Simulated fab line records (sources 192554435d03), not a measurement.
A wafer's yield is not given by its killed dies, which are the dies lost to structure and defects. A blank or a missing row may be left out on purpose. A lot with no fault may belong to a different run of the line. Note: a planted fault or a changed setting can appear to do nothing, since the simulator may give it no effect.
Split-lot trial -- flow n5Finfet -- route with 1938 steps; 7 lots, 39 wafers read

== THE SPLIT ==
At N5_SD_EPI_N_ETCH_45 (etches SiOCN in CH3F/O2, target depth 6 nm), the setting targetDepthA was moved away from the recipe's 60 angstrom on 6 of the 39 wafers read, by -12.5% to -3.6%. For the rest of the wafers, this setting stayed at what the recipe calls for.

The reading is taken at the split's own step.

== THE READING ==
etch.depthNm (the simulator's own value, which no gauge read), in nm, at N5_SD_EPI_N_ETCH_45 (etches SiOCN in CH3F/O2, target depth 6 nm). The file gives no usual value for it. The 33 wafers here that ran the recipe average 6.021 nm, standard deviation 0.071 nm.

wafer,"tool, chamber at the split","targetDepthA as run, angstrom",against the recipe,"etch.depthNm, nm",against lot-mates on the recipe
L076.1,"rieDiel-01, 3",60,recipe,6.108,-
L076.2,"rieDiel-01, 2",60,recipe,6.015,-
L076.3,"rieDiel-01, 0",60,recipe,6.03,-
L076.4,"rieDiel-01, 3",60,recipe,6.085,-
L076.5,"rieDiel-01, 0",60,recipe,5.994,-
L076.6,"rieDiel-01, 2",60,recipe,5.952,-
L080.1,"rieDiel-02, 2",52.52,-12.5%,5.288,-0.657
L080.2,"rieDiel-02, 3",60,recipe,6.036,-
L080.3,"rieDiel-02, 1",52.52,-12.5%,5.256,-0.689
L080.4,"rieDiel-02, 0",60,recipe,5.897,-
L080.5,"rieDiel-02, 0",60,recipe,5.902,-
L080.6,"rieDiel-02, 3",52.52,-12.5%,5.311,-0.634
L082.1,"rieDiel-01, 2",60,recipe,5.935,-
L082.2,"rieDiel-01, 3",60,recipe,5.981,-
L082.3,"rieDiel-01, 0",60,recipe,5.927,-
L082.4,"rieDiel-01, 1",60,recipe,6.051,-
L082.5,"rieDiel-01, 0",60,recipe,5.914,-
L082.6,"rieDiel-01, 3",60,recipe,6,-
L083.1,"rieDiel-02, 3",60,recipe,6.023,-
L083.2,"rieDiel-02, 2",57.87,-3.6%,5.812,-0.221
L083.3,"rieDiel-02, 1",60,recipe,6.057,-
L083.4,"rieDiel-02, 0",57.87,-3.6%,5.704,-0.329
L083.5,"rieDiel-02, 0",57.87,-3.6%,5.705,-0.328
L083.6,"rieDiel-02, 1",60,recipe,6.019,-
L088.1,"rieDiel-02, 0",60,recipe,5.89,-
L088.3,"rieDiel-02, 1",60,recipe,5.99,-
L088.4,"rieDiel-02, 2",60,recipe,6.06,-
L094.1,"rieDiel-06, 1",60,recipe,6.017,-
L094.2,"rieDiel-06, 0",60,recipe,6.151,-
L094.3,"rieDiel-06, 3",60,recipe,6.084,-
L094.4,"rieDiel-06, 2",60,recipe,6.091,-
L094.5,"rieDiel-06, 0",60,recipe,6.106,-
L094.6,"rieDiel-06, 1",60,recipe,6.01,-
L097.1,"rieDiel-02, 1",60,recipe,5.979,-
L097.2,"rieDiel-02, 0",60,recipe,6.161,-
L097.3,"rieDiel-02, 2",60,recipe,6.107,-
L097.4,"rieDiel-02, 3",60,recipe,6.079,-
L097.5,"rieDiel-02, 2",60,recipe,6.037,-
L097.6,"rieDiel-02, 1",60,recipe,5.995,-

THE FIT
A straight line over all 39 wafers: etch.depthNm changes by +0.0601 nm for each +1% of targetDepthA; r = +0.95; the points scatter about the line by 0.071 nm.
The same after taking each lot's own level away (the mean of its wafers on the recipe; 39 wafers): +0.0546 nm for each +1%; r = +0.95; scatter 0.061 nm.
That fit puts the effect of the largest move of targetDepthA on the reading at 0.68 nm.
The lots' own levels span 5.9450 to 6.0765 nm, that is 1.9 times the standard deviation above.
Thus the slope moves with the lot-to-lot level: the two fits are different.
Check: -0.7 nm against its lot-mates is what the line predicts for one of the wafers moved furthest among these (-12.5%) when that wafer is left out of the fit. It came out at -0.657 nm against them.

== OTHER SPLITS APPLIED TO THESE WAFERS ==
Other splits were also applied to these wafers ahead of the reading. Each is held against what the fit with the lots' levels taken away leaves over:
other split on the same wafers,wafers away from the commonest value,r with etch.depthNm (lot level and that fit taken away)
N5_WELL_APT_EPI_41 targetThkA,15,-0.10
N5_DUMMY_GATE_ETCH_37 sourceW,9,+0.05

== FILE'S OWN FIT ==
etch.depthNm changes by +0.0551 nm for each +1% of targetDepthA, r = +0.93.
